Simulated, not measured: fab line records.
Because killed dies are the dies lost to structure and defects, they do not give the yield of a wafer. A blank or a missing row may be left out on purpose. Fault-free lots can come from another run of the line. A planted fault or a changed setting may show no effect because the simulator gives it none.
The tool behind it: which one?    flow nand harc    6 lots, 18 wafers sampled, at 5 steps of a route of 1159

WHAT EACH GAUGE READ, for each wafer
NHARC_END_SORT_01.
lot    measured    on    killed at array

TOOL THAT RAN EACH LOT (tool first, then ch and the chambers of the sampled wafers, then the start)
lot   NHARC_A_CONTACT_DEP_29           NHARC_A_BONDPAD_PRE_CLEAN_26             NHARC_A_BONDPAD_ANNEAL_28         NHARC_THIN_TSV_PRE_CLEAN_54
L186  pecvd-01 ch 0,1, day 16 11:58    pvd sputter-02, day 18 20:25 or earlier  rtp anneal-02 ch 0, day 18 20:25  pvd sputter-02, day 19 17:27
L187  pecvd-04 ch 0,1,2, day 17 07:52  pvd sputter-01, day 19 00:41 or earlier  rtp anneal-01 ch 0, day 19 00:41  pvd sputter-01, day 19 21:44
L191  pecvd-01 ch 0,1,2, day 17 21:29  pvd sputter-02, day 19 21:45 or earlier  rtp anneal-01 ch 0, day 19 21:45  pvd sputter-03, day 20 19:02
L194  pecvd-04 ch 0,1, day 18 13:19    pvd sputter-02, day 20 03:24 or earlier  rtp anneal-02 ch 0, day 20 03:24  pvd sputter-03, day 21 00:04
L204  pecvd-04 ch 1,2, day 20 05:23    pvd sputter-02, day 22 04:34 or earlier  rtp anneal-01 ch 0, day 22 04:34  pvd sputter-01, day 23 02:32
L205  pecvd-04 ch 0,1,2, day 21 10:22  pvd sputter-01, day 23 01:02 or earlier  rtp anneal-02 ch 0, day 23 01:02  pvd sputter-02, day 23 21:11
- NHARC_A_CONTACT_DEP_29: deposits SiON, target thk 70 nm.
- NHARC_A_BONDPAD_PRE_CLEAN_26: time 30 s.
- NHARC_A_BONDPAD_ANNEAL_28: time 90 s.
- NHARC_THIN_TSV_PRE_CLEAN_54: time 30 s.

THE ANSWER, worked out from the rows above alone
Rule: usual is defined by the lots themselves. The widest of any qualifying gaps counts: lots, ordered by their means at a reading, are off when they make up no more than a third of the lots, leave a main group of 4 or more, and stand apart from it by 3 or more times the standard deviation of that group's means. Not used: any main group whose means are identical at the precision the tables above print for the reading. A lot without any number at a reading at which 4 lots or more have one is off too. Any other lot the step has rows for is counted as sound.
No lot is off at any reading shown: from this, nothing can be told.

WHAT HAD BEEN PUT IN BY THE SIMULATOR
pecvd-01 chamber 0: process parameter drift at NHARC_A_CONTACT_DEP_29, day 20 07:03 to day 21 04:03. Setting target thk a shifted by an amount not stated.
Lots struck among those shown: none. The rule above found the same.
